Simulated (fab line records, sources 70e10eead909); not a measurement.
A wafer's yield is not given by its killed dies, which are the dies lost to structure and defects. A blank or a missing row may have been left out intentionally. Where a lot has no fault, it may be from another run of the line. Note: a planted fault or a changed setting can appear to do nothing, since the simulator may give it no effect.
fab line records / flow nand-harc
[record] lots = 6 wafers = 18 last-day = 33
route steps=1302 shown A_STAIRCASE@844
lots that met no fault: from a run of the same line without faults
start-h: hours from the record's opening day to when the first of the lot's shown wafers began / wait-h: time in hours since the lot's previous step / " the same as in the row above / L1.1+2: a row that stands for several wafers / - either no value or no given start / * or withheld: withheld / < > ~ a bound
route shown NAME@n: NAME is a module with steps in the file, n the number in the route of the first one / usual: mean/standard deviation taken from wafers without a fault / same: alike in all rows / chamber/n: place in a boat / sites: per-site readings / _std_site: the standard deviation of these / _edge_site: outer sites' mean less inner sites' / radius-mm: how far each site lies from the wafer's centre / mask NAME#n: copy n / behind: the last tool/chamber to shape the wafer / hold: reason for holding the lot/hours on hold/outcome of the hold / device: whichever transistor did not switch (one of n, p or np) / end of line: tests of these same wafers at the route's end / a step with no rows: only its recipe / killed: dies lost to structure and defects at the first sort, not the wafer's yield / map: a wafer's dies, marking killed ones x, the rest . and places with no die _
set.NAME: setting as actually run; set.NAME@STEP: the setting as run at that earlier step / model.NAME: the simulator's own value behind a step, which no gauge read
lots at selected steps of the route; one table per step, one row per wafer
services: the hour from which a tool's chamber was out of use, counted from the record's first day as start-h (under 0 if before that day), plus the number of hours and why
[[steps]]
[step NHARC_A_STAIRCASE_DEP_417]
[recipe] target-thk-a = 600 step-coverage-pct = 20 temp-c = 400 target-thk-nm = 60 flow-sccm = 200 rf-w = 450 material = Si3N4
[usual] heater-power-w = 709/84 susceptor-temp-C = 399.99/0.24
lot.wafer=L188.3 tool=pecvd-03 chamber=0 start-h=413.93 wait-h=- heater-power-w=828 susceptor-temp-C=400.06
lot.wafer=L188.1 tool=pecvd-03 chamber=2 start-h=413.93 wait-h=- heater-power-w=611 susceptor-temp-C=400.07
lot.wafer=L188.4 tool=pecvd-03 chamber=0 start-h=413.93 wait-h=- heater-power-w=838 susceptor-temp-C=400.15
lot.wafer=L189.1 tool=pecvd-03 chamber=0 start-h=420.88 wait-h=- heater-power-w=830 susceptor-temp-C=399.71
lot.wafer=L189.4 tool=pecvd-03 chamber=2 start-h=420.88 wait-h=- heater-power-w=527 susceptor-temp-C=399.77
lot.wafer=L189.6 tool=pecvd-03 chamber=0 start-h=420.88 wait-h=- heater-power-w=844 susceptor-temp-C=399.80
lot.wafer=L196.2 tool=pecvd-03 chamber=2 start-h=506.76 wait-h=- heater-power-w=519 susceptor-temp-C=399.92
lot.wafer=L196.1 tool=pecvd-03 chamber=0 start-h=506.76 wait-h=- heater-power-w=742 susceptor-temp-C=400.08
lot.wafer=L196.3 tool=pecvd-03 chamber=1 start-h=506.76 wait-h=- heater-power-w=783 susceptor-temp-C=400.21
lot.wafer=L199.1 tool=pecvd-04 chamber=0 start-h=520.88 wait-h=- heater-power-w=685 susceptor-temp-C=400.28
lot.wafer=L199.3 tool=pecvd-04 chamber=1 start-h=520.88 wait-h=- heater-power-w=766 susceptor-temp-C=400.30
lot.wafer=L199.6 tool=pecvd-04 chamber=2 start-h=520.88 wait-h=- heater-power-w=659 susceptor-temp-C=399.75
lot.wafer=L202.2 tool=pecvd-02 chamber=1 start-h=549.64 wait-h=- heater-power-w=751 susceptor-temp-C=399.95
lot.wafer=L202.3 tool=pecvd-02 chamber=2 start-h=549.64 wait-h=- heater-power-w=761 susceptor-temp-C=399.87
lot.wafer=L202.6 tool=pecvd-02 chamber=1 start-h=549.64 wait-h=- heater-power-w=762 susceptor-temp-C=400.09
lot.wafer=L206.3 tool=pecvd-04 chamber=0 start-h=609.61 wait-h=- heater-power-w=711 susceptor-temp-C=399.61
lot.wafer=L206.5 tool=pecvd-04 chamber=2 start-h=609.61 wait-h=- heater-power-w=716 susceptor-temp-C=400.11
lot.wafer=L206.6 tool=pecvd-04 chamber=0 start-h=609.61 wait-h=- heater-power-w=729 susceptor-temp-C=399.90
[step NHARC_A_STAIRCASE_WET_418]
[recipe] temp-c = 160 target-depth-a = 200 chemistry = H3PO4
[step NHARC_A_STAIRCASE_PRECLEAN_419]
[recipe] time-s = * temp-c = 50 bath-age-min = 0 chemistry = SC1
[step NHARC_A_STAIRCASE_SRD_421]
[step NHARC_A_STAIRCASE_ALD_420]
[recipe] target-thk-a = 200 pulse-time-s = 6 ald-cycles = 200 temp-c = 300 material = SiO2
[usual] heater-power-w = 472/48 precursor-pulse-height-rel = 0.999/0.02 susceptor-temp-C = 300.03/0.19
lot.wafer=L188.1 tool=ald-hk-02 chamber=0 start-h=416.63 wait-h=- heater-power-w=489 precursor-pulse-height-rel=0.966 susceptor-temp-C=299.92
lot.wafer=L188.4 tool=ald-hk-02 chamber=1 start-h=416.63 wait-h=- heater-power-w=522 precursor-pulse-height-rel=0.996 susceptor-temp-C=300.06
lot.wafer=L188.3 tool=ald-hk-02 chamber=2 start-h=416.63 wait-h=- heater-power-w=479 precursor-pulse-height-rel=1.013 susceptor-temp-C=300.50
lot.wafer=L189.4 tool=ald-hk-02 chamber=3 start-h=423.60 wait-h=0.1 heater-power-w=489 precursor-pulse-height-rel=0.999 susceptor-temp-C=300.28
lot.wafer=L189.1 tool=ald-hk-02 chamber=2 start-h=423.60 wait-h=0.1 heater-power-w=482 precursor-pulse-height-rel=1.054 susceptor-temp-C=299.70
lot.wafer=L189.6 tool=ald-hk-02 chamber=0 start-h=423.60 wait-h=0.1 heater-power-w=502 precursor-pulse-height-rel=1.003 susceptor-temp-C=300.11
lot.wafer=L196.1 tool=ald-hk-04 chamber=1 start-h=510.83 wait-h=- heater-power-w=414 precursor-pulse-height-rel=1.004 susceptor-temp-C=299.85
lot.wafer=L196.2 tool=ald-hk-04 chamber=3 start-h=510.83 wait-h=- heater-power-w=422 precursor-pulse-height-rel=1.003 susceptor-temp-C=299.86
lot.wafer=L196.3 tool=ald-hk-04 chamber=0 start-h=510.83 wait-h=- heater-power-w=497 precursor-pulse-height-rel=1.014 susceptor-temp-C=299.91
lot.wafer=L199.1 tool=ald-hk-02 chamber=3 start-h=523.74 wait-h=- heater-power-w=489 precursor-pulse-height-rel=1.006 susceptor-temp-C=299.94
lot.wafer=L199.3 tool=ald-hk-02 chamber=0 start-h=523.74 wait-h=- heater-power-w=505 precursor-pulse-height-rel=0.999 susceptor-temp-C=299.93
lot.wafer=L199.6 tool=ald-hk-02 chamber=2 start-h=523.74 wait-h=- heater-power-w=486 precursor-pulse-height-rel=1.035 susceptor-temp-C=300.18
lot.wafer=L202.3 tool=ald-hk-02 chamber=3 start-h=552.67 wait-h=- heater-power-w=490 precursor-pulse-height-rel=1.016 susceptor-temp-C=299.89
lot.wafer=L202.2 tool=ald-hk-02 chamber=0 start-h=552.67 wait-h=- heater-power-w=488 precursor-pulse-height-rel=1.001 susceptor-temp-C=300.27
lot.wafer=L202.6 tool=ald-hk-02 chamber=1 start-h=552.67 wait-h=- heater-power-w=533 precursor-pulse-height-rel=0.981 susceptor-temp-C=299.67
lot.wafer=L206.3 tool=ald-hk-03 chamber=3 start-h=612.85 wait-h=- heater-power-w=457 precursor-pulse-height-rel=0.995 susceptor-temp-C=299.98
lot.wafer=L206.6 tool=ald-hk-03 chamber=1 start-h=612.85 wait-h=- heater-power-w=579 precursor-pulse-height-rel=1.007 susceptor-temp-C=300.36
lot.wafer=L206.5 tool=ald-hk-03 chamber=2 start-h=612.85 wait-h=- heater-power-w=482 precursor-pulse-height-rel=0.999 susceptor-temp-C=299.95
[step NHARC_A_STAIRCASE_CVD_552]
[recipe] target-thk-a = 400 temp-c = 700 pressure-mtorr = 300 material = SiNx
[step NHARC_A_STAIRCASE_DEP_151]
[recipe] target-thk-a = 72000 temp-c = 400 target-thk-nm = 7200 teos-flow-sccm = 200 rf-w = 500 material = SiO2
[usual] heater-power-w = 655/93 mfc-precursor-sccm = 200.0/0.6 susceptor-temp-C = 400.02/0.21
lot.wafer=L188.1 tool=pecvd-04 chamber=2 start-h=424.79 wait-h=0.4 heater-power-w=752 mfc-precursor-sccm=200.0 susceptor-temp-C=400.07
lot.wafer=L188.3 tool=pecvd-04 chamber=0 start-h=424.79 wait-h=0.4 heater-power-w=662 mfc-precursor-sccm=200.0 susceptor-temp-C=399.65
lot.wafer=L188.4 tool=pecvd-04 chamber=2 start-h=424.79 wait-h=0.4 heater-power-w=631 mfc-precursor-sccm=199.8 susceptor-temp-C=399.91
lot.wafer=L189.1 tool=pecvd-03 chamber=2 start-h=431.83 wait-h=0.5 heater-power-w=572 mfc-precursor-sccm=199.2 susceptor-temp-C=400.34
lot.wafer=L189.4 tool=pecvd-03 chamber=1 start-h=431.83 wait-h=0.5 heater-power-w=611 mfc-precursor-sccm=198.4 susceptor-temp-C=399.72
lot.wafer=L189.6 tool=pecvd-03 chamber=0 start-h=431.83 wait-h=0.5 heater-power-w=685 mfc-precursor-sccm=199.8 susceptor-temp-C=400.21
lot.wafer=L196.1 tool=pecvd-02 chamber=0 start-h=518.94 wait-h=0.4 heater-power-w=808 mfc-precursor-sccm=200.0 susceptor-temp-C=399.95
lot.wafer=L196.3 tool=pecvd-02 chamber=1 start-h=518.94 wait-h=0.4 heater-power-w=724 mfc-precursor-sccm=200.2 susceptor-temp-C=399.81
lot.wafer=L196.2 tool=pecvd-02 chamber=2 start-h=518.94 wait-h=0.4 heater-power-w=634 mfc-precursor-sccm=199.1 susceptor-temp-C=400.26
lot.wafer=L199.1 tool=pecvd-04 chamber=0 start-h=531.72 wait-h=0.4 heater-power-w=587 mfc-precursor-sccm=199.2 susceptor-temp-C=400.36
lot.wafer=L199.3 tool=pecvd-04 chamber=2 start-h=531.72 wait-h=0.4 heater-power-w=726 mfc-precursor-sccm=199.0 susceptor-temp-C=399.80
lot.wafer=L199.6 tool=pecvd-04 chamber=1 start-h=531.72 wait-h=0.4 heater-power-w=634 mfc-precursor-sccm=200.1 susceptor-temp-C=400.19
lot.wafer=L202.3 tool=pecvd-02 chamber=2 start-h=560.54 wait-h=0.5 heater-power-w=725 mfc-precursor-sccm=200.0 susceptor-temp-C=400.12
lot.wafer=L202.2 tool=pecvd-02 chamber=0 start-h=560.54 wait-h=0.5 heater-power-w=844 mfc-precursor-sccm=200.7 susceptor-temp-C=400.09
lot.wafer=L202.6 tool=pecvd-02 chamber=0 start-h=560.54 wait-h=0.5 heater-power-w=727 mfc-precursor-sccm=200.7 susceptor-temp-C=399.87
lot.wafer=L206.3 tool=pecvd-04 chamber=2 start-h=621.53 wait-h=0.6 heater-power-w=802 mfc-precursor-sccm=199.4 susceptor-temp-C=399.90
lot.wafer=L206.5 tool=pecvd-04 chamber=0 start-h=621.53 wait-h=0.6 heater-power-w=574 mfc-precursor-sccm=200.3 susceptor-temp-C=399.65
lot.wafer=L206.6 tool=pecvd-04 chamber=2 start-h=621.53 wait-h=0.6 heater-power-w=632 mfc-precursor-sccm=199.2 susceptor-temp-C=399.93
[step NHARC_A_STAIRCASE_ANNEAL_320]
[recipe] temp-c = 750 time-s = 1800
[step NHARC_A_STAIRCASE_DEP_322]
[recipe] target-thk-a = 72000 temp-c = 400 target-thk-nm = 7200 teos-flow-sccm = 200 rf-w = 500 material = SiO2
[usual] heater-power-w = 660/84 mfc-precursor-sccm = 200.1/0.61 susceptor-temp-C = 399.99/0.22
lot.wafer=L188.3 tool=pecvd-02 chamber=0 start-h=432.68 wait-h=0.2 heater-power-w=833 mfc-precursor-sccm=201.4 susceptor-temp-C=400.29
lot.wafer=L188.1 tool=pecvd-02 chamber=1 start-h=432.68 wait-h=0.2 heater-power-w=740 mfc-precursor-sccm=199.7 susceptor-temp-C=399.47
lot.wafer=L188.4 tool=pecvd-02 chamber=0 start-h=432.68 wait-h=0.2 heater-power-w=727 mfc-precursor-sccm=201.1 susceptor-temp-C=400.20
lot.wafer=L189.1 tool=pecvd-04 chamber=2 start-h=439.75 wait-h=0.3 heater-power-w=764 mfc-precursor-sccm=199.9 susceptor-temp-C=400.06
lot.wafer=L189.6 tool=pecvd-04 chamber=0 start-h=439.75 wait-h=0.3 heater-power-w=556 mfc-precursor-sccm=201.5 susceptor-temp-C=399.59
lot.wafer=L189.4 tool=pecvd-04 chamber=2 start-h=439.75 wait-h=0.3 heater-power-w=631 mfc-precursor-sccm=199.6 susceptor-temp-C=400.12
lot.wafer=L196.1 tool=pecvd-04 chamber=0 start-h=527.07 wait-h=0.1 heater-power-w=701 mfc-precursor-sccm=201.0 susceptor-temp-C=400.04
lot.wafer=L196.3 tool=pecvd-04 chamber=1 start-h=527.07 wait-h=0.1 heater-power-w=716 mfc-precursor-sccm=200.0 susceptor-temp-C=399.97
lot.wafer=L196.2 tool=pecvd-04 chamber=2 start-h=527.07 wait-h=0.1 heater-power-w=750 mfc-precursor-sccm=200.0 susceptor-temp-C=400.08
lot.wafer=L199.1 tool=pecvd-04 chamber=1 start-h=538.89 wait-h=0.1 heater-power-w=664 mfc-precursor-sccm=199.3 susceptor-temp-C=399.79
lot.wafer=L199.3 tool=pecvd-04 chamber=0 start-h=538.89 wait-h=0.1 heater-power-w=658 mfc-precursor-sccm=200.3 susceptor-temp-C=400.07
lot.wafer=L199.6 tool=pecvd-04 chamber=2 start-h=538.89 wait-h=0.1 heater-power-w=613 mfc-precursor-sccm=200.4 susceptor-temp-C=399.95
lot.wafer=L202.2 tool=pecvd-04 chamber=1 start-h=568.80 wait-h=0.2 heater-power-w=801 mfc-precursor-sccm=199.5 susceptor-temp-C=399.98
lot.wafer=L202.3 tool=pecvd-04 chamber=2 start-h=568.80 wait-h=0.2 heater-power-w=762 mfc-precursor-sccm=199.6 susceptor-temp-C=400.21
lot.wafer=L202.6 tool=pecvd-04 chamber=2 start-h=568.80 wait-h=0.2 heater-power-w=611 mfc-precursor-sccm=199.9 susceptor-temp-C=399.73
lot.wafer=L206.3 tool=pecvd-04 chamber=1 start-h=629.73 wait-h=0.1 heater-power-w=770 mfc-precursor-sccm=199.9 susceptor-temp-C=400.02
lot.wafer=L206.6 tool=pecvd-04 chamber=1 start-h=629.73 wait-h=0.1 heater-power-w=641 mfc-precursor-sccm=199.5 susceptor-temp-C=400.02
lot.wafer=L206.5 tool=pecvd-04 chamber=0 start-h=629.73 wait-h=0.1 heater-power-w=564 mfc-precursor-sccm=200.6 susceptor-temp-C=400.24
[step NHARC_A_STAIRCASE_ANNEAL_323]
[recipe] temp-c = 750 time-s = 1800
[step NHARC_A_STAIRCASE_DEP_325]
[recipe] target-thk-a = 72000 temp-c = 400 target-thk-nm = 7200 teos-flow-sccm = 200 rf-w = 500 material = SiO2
[usual] heater-power-w = 654/86 mfc-precursor-sccm = 200.0/0.62 susceptor-temp-C = 399.99/0.25
lot.wafer=L188.3 tool=pecvd-02 chamber=2 start-h=439.75 wait-h=0.1 heater-power-w=694 mfc-precursor-sccm=201.2 susceptor-temp-C=399.76
lot.wafer=L188.1 tool=pecvd-02 chamber=1 start-h=439.75 wait-h=0.1 heater-power-w=742 mfc-precursor-sccm=199.4 susceptor-temp-C=400.09
lot.wafer=L188.4 tool=pecvd-02 chamber=1 start-h=439.75 wait-h=0.1 heater-power-w=595 mfc-precursor-sccm=199.2 susceptor-temp-C=400.32
lot.wafer=L189.1 tool=pecvd-03 chamber=1 start-h=447.84 wait-h=0.3 heater-power-w=726 mfc-precursor-sccm=200.5 susceptor-temp-C=399.76
lot.wafer=L189.6 tool=pecvd-03 chamber=0 start-h=447.84 wait-h=0.3 heater-power-w=681 mfc-precursor-sccm=199.8 susceptor-temp-C=399.84
lot.wafer=L189.4 tool=pecvd-03 chamber=1 start-h=447.84 wait-h=0.3 heater-power-w=605 mfc-precursor-sccm=199.5 susceptor-temp-C=400.18
lot.wafer=L196.3 tool=pecvd-02 chamber=0 start-h=537.13 wait-h=0.1 heater-power-w=808 mfc-precursor-sccm=342.6 susceptor-temp-C=399.83
lot.wafer=L196.2 tool=pecvd-02 chamber=1 start-h=537.13 wait-h=0.1 heater-power-w=649 mfc-precursor-sccm=343.9 susceptor-temp-C=400.15
lot.wafer=L196.1 tool=pecvd-02 chamber=2 start-h=537.13 wait-h=0.1 heater-power-w=641 mfc-precursor-sccm=342.5 susceptor-temp-C=400.08
lot.wafer=L199.1 tool=pecvd-02 chamber=1 start-h=546.85 wait-h=0.2 heater-power-w=631 mfc-precursor-sccm=341.7 susceptor-temp-C=399.92
lot.wafer=L199.3 tool=pecvd-02 chamber=2 start-h=546.85 wait-h=0.2 heater-power-w=694 mfc-precursor-sccm=343.2 susceptor-temp-C=400.38
lot.wafer=L199.6 tool=pecvd-02 chamber=1 start-h=546.85 wait-h=0.2 heater-power-w=599 mfc-precursor-sccm=342.1 susceptor-temp-C=400.08
lot.wafer=L202.3 tool=pecvd-04 chamber=2 start-h=579.62 wait-h=0.1 heater-power-w=720 mfc-precursor-sccm=199.8 susceptor-temp-C=399.64
lot.wafer=L202.2 tool=pecvd-04 chamber=1 start-h=579.62 wait-h=0.1 heater-power-w=749 mfc-precursor-sccm=200.1 susceptor-temp-C=399.79
lot.wafer=L202.6 tool=pecvd-04 chamber=1 start-h=579.62 wait-h=0.1 heater-power-w=613 mfc-precursor-sccm=200.9 susceptor-temp-C=399.72
lot.wafer=L206.3 tool=pecvd-03 chamber=2 start-h=634.78 wait-h=0.2 heater-power-w=553 mfc-precursor-sccm=199.4 susceptor-temp-C=399.73
lot.wafer=L206.5 tool=pecvd-03 chamber=2 start-h=634.78 wait-h=0.2 heater-power-w=486 mfc-precursor-sccm=199.4 susceptor-temp-C=399.85
lot.wafer=L206.6 tool=pecvd-03 chamber=0 start-h=634.78 wait-h=0.2 heater-power-w=655 mfc-precursor-sccm=201.0 susceptor-temp-C=399.74
[step NHARC_A_STAIRCASE_ANNEAL_326]
[recipe] temp-c = 750 time-s = 1800
[[services]]
tool=pecvd-03 chamber=0 start-h=395.39 hours=3.3 kind=repair
tool=pecvd-02 chamber=- start-h=408.00 hours=13.0 kind=pm
tool=pecvd-04 chamber=- start-h=450.57 hours=13.0 kind=pm
tool=pecvd-04 chamber=0 start-h=450.57 hours=13.0 kind=vent-cycle
tool=pecvd-04 chamber=1 start-h=450.57 hours=13.0 kind=vent-cycle
tool=pecvd-04 chamber=2 start-h=450.57 hours=13.0 kind=vent-cycle
tool=pecvd-04 chamber=0 start-h=463.57 hours=- kind=clean
tool=pecvd-04 chamber=1 start-h=463.57 hours=- kind=clean
tool=pecvd-04 chamber=2 start-h=463.57 hours=- kind=clean
tool=pecvd-04 chamber=- start-h=479.32 hours=0.7 kind=repair
tool=pecvd-04 chamber=1 start-h=504.85 hours=- kind=calibration
tool=ald-hk-02 chamber=- start-h=531.72 hours=10.0 kind=pm
tool=pecvd-04 chamber=- start-h=540.64 hours=0.4 kind=repair
tool=pecvd-03 chamber=- start-h=547.31 hours=13.0 kind=pm
tool=ald-hk-02 chamber=- start-h=549.08 hours=0.8 kind=repair
tool=ald-hk-03 chamber=- start-h=570.23 hours=10.0 kind=pm
tool=pecvd-03 chamber=1 start-h=583.51 hours=1.9 kind=repair
tool=pecvd-03 chamber=0 start-h=585.76 hours=6.9 kind=repair
tool=pecvd-02 chamber=- start-h=589.00 hours=13.0 kind=pm
tool=pecvd-02 chamber=2 start-h=608.65 hours=5.5 kind=repair
tool=ald-hk-04 chamber=- start-h=613.37 hours=10.0 kind=pm
tool=ald-hk-03 chamber=- start-h=614.89 hours=0.6 kind=repair
tool=pecvd-04 chamber=- start-h=631.57 hours=13.0 kind=pm
tool=pecvd-04 chamber=0 start-h=631.57 hours=13.0 kind=vent-cycle
[[key]]
[first-sign] step = NHARC_A_STAIRCASE_DEP_325 reading = mfc-precursor-sccm direction = up sigmas = 99+ usual = 200.0 struck = 342.7
effect none on later readings
met-at NHARC_A_STAIRCASE_DEP_325
struck-wafers L196.1,L196.2,L196.3,L199.1,L199.3,L199.6
tester-left-out L196,L199
onset-between 439.75 537.13
[fault] kind = process-parameter-drift tool = pecvd-02 chamber = - onset-h = 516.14 steps = NHARC_A_STAIRCASE_DEP_325 channel = teos-flow-sccm offset = * shape = step end-h = 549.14 acts-in = * stated = *
// tester-left-out: of these lots the tester's yield and bins aren't shown, on N5 and GAA mostly nor the transistor test; their killed dies are dies lost to structure and defects alone, not to doping, threshold or leakage, so they don't give the yield
